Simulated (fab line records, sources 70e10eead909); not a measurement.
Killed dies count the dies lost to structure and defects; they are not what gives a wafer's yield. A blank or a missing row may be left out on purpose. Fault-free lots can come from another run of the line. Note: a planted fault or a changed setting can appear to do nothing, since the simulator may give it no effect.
A lot that was struck, set against a sound lot + flow nandHarc + 13 steps out of a route of 1159
Sound: the wafers L642.1, L642.2, L642.3. Wafers struck: L651.2, L651.3, L651.6. The cause comes at the end.
Order at every step that has rows: each side's tool, ch and its chambers, its first start. Under that, the readings that differ: sound wafers + struck wafers + difference of the means + sigmas: that difference in standard deviations of wafers without a fault.
alike: readings with means less than 2 such deviations apart, plus words and numbers identical on both sides. not compared: withheld readings, readings lacking a value on some wafer, bounds such as >300 that could conceal the same value, and numbers that have no deviation in the record and whose values overlap.
A row with sigmas, a row that says differs or no value, or rows on one side alone: a step with any of these is where the two part. When numbers do not overlap yet have no deviation, they are printed without sigmas and do not part them. A reading missing from all wafers of one side parts the sides only when that side holds two or more wafers.

NHARC_A_CHANNEL_FILL_D1_ETCHBACK_20: etches the open film in C4F8/O2/Ar, target depth 27 nm, time 13.5 s.
  sound on rieDiel-10 ch 1,2,3, day 10 14:41; struck on rieDiel-11 ch 0,1, day 12 16:48
  alike: chamberPressureMTorr, oesProductAu, rfVppV
  not compared: rfHoursCounterH
NHARC_A_CHANNEL_FILL_D1_STRIP_28: strips in O2, time 20 s.
  sound on rieDiel-10 ch 0,1,2, day 10 14:46; struck on rieDiel-11 ch 0,1, day 12 16:53
| reading             | sound             | struck            | difference | sigmas |
|---------------------|-------------------|-------------------|------------|--------|
| oesProductAu (a.u.) | 0.990 1.004 0.989 | 1.010 1.033 1.037 | +0.032     | +2     |
  alike: chamberPressureMTorr, drypumpMotorCurrentA, rfVppV, showerheadPlenumPTorr, throttleValvePct
  not compared: rfHoursCounterH
then, 4 steps without rows for these wafers: NHARC_A_CHANNEL_FILL_D1_PRECLEAN_21 (cleans in dHF, time 30 s); NHARC_A_CHANNEL_FILL_D1_SRD_23; NHARC_A_CHANNEL_FILL_D1_CVD_05 (deposits poly-Si, target thk 5 nm); NHARC_A_CHANNEL_FILL_D1_ANNEAL_22 (time 7200 s).
NHARC_A_CHANNEL_FILL_D1_ALD_25: deposits SiOx, target thk 60 nm, pulse time 10 s, ald cycles 600.
  sound on aldHk-01 ch 0,2,3, day 11 03:27; struck on aldHk-03 ch 1,3, day 13 04:34
  alike: heaterPowerW, precursorPulseHeightRel
NHARC_A_CHANNEL_FILL_D1_ETCHBACK_08: etches the open film in C4F8, target depth 220 nm, time 110 s.
  sound on rieDiel-10 ch 0,1,2; struck on rieDiel-11 ch 0,1,2
  alike: chamberPressureMTorr, oesProductAu, rfVppV
  not compared: rfHoursCounterH
NHARC_A_CHANNEL_FILL_D1_STRIP_29: strips in O2, time 20 s.
  sound on rieDiel-10 ch 1,2,3; struck on rieDiel-11 ch 1,2,3
  alike: chamberPressureMTorr, drypumpMotorCurrentA, oesProductAu, rfVppV, showerheadPlenumPTorr, throttleValvePct
  not compared: rfHoursCounterH
then, 2 steps without rows for these wafers: NHARC_A_CHANNEL_FILL_D1_PRECLEAN_30 (cleans in dHF, time 30 s); NHARC_A_CHANNEL_FILL_D1_SRD_31.
NHARC_A_CHANNEL_FILL_D1_CVD_09: deposits poly-Si, target thk 150 nm, time 3000 s.
  struck on lpcvdPoly-04, day 13 12:43; sound on lpcvdPoly-04 ch 0, day 11 11:06
  no value came back on the struck wafers for any of 5 readings (pressureMtorr (mTorr), runLengthS (s) and others); on the sound wafers pressureMtorr (mTorr) reads 200.1 200.4 199.3
NHARC_A_CHANNEL_FILL_D1_CMP_10: polishes, target thk 150 nm.
  sound on cmp-04 ch 0,2,3, day 11 14:26; struck on cmp-02 ch 0,2,3, day 13 15:56
| reading             | sound    | struck | difference | sigmas |
|---------------------|----------|--------|------------|--------|
| timeToEndpointS (s) | 19 21 14 | 5 2 3  | -15        | -4     |
  alike: motorCurrentA, slurryFilterDpKPa

WHERE THEY PART
Earliest at NHARC_A_CHANNEL_FILL_D1_STRIP_28; latest, in this record, at NHARC_A_CHANNEL_FILL_D1_CMP_10.

WHY: what the simulator had put in
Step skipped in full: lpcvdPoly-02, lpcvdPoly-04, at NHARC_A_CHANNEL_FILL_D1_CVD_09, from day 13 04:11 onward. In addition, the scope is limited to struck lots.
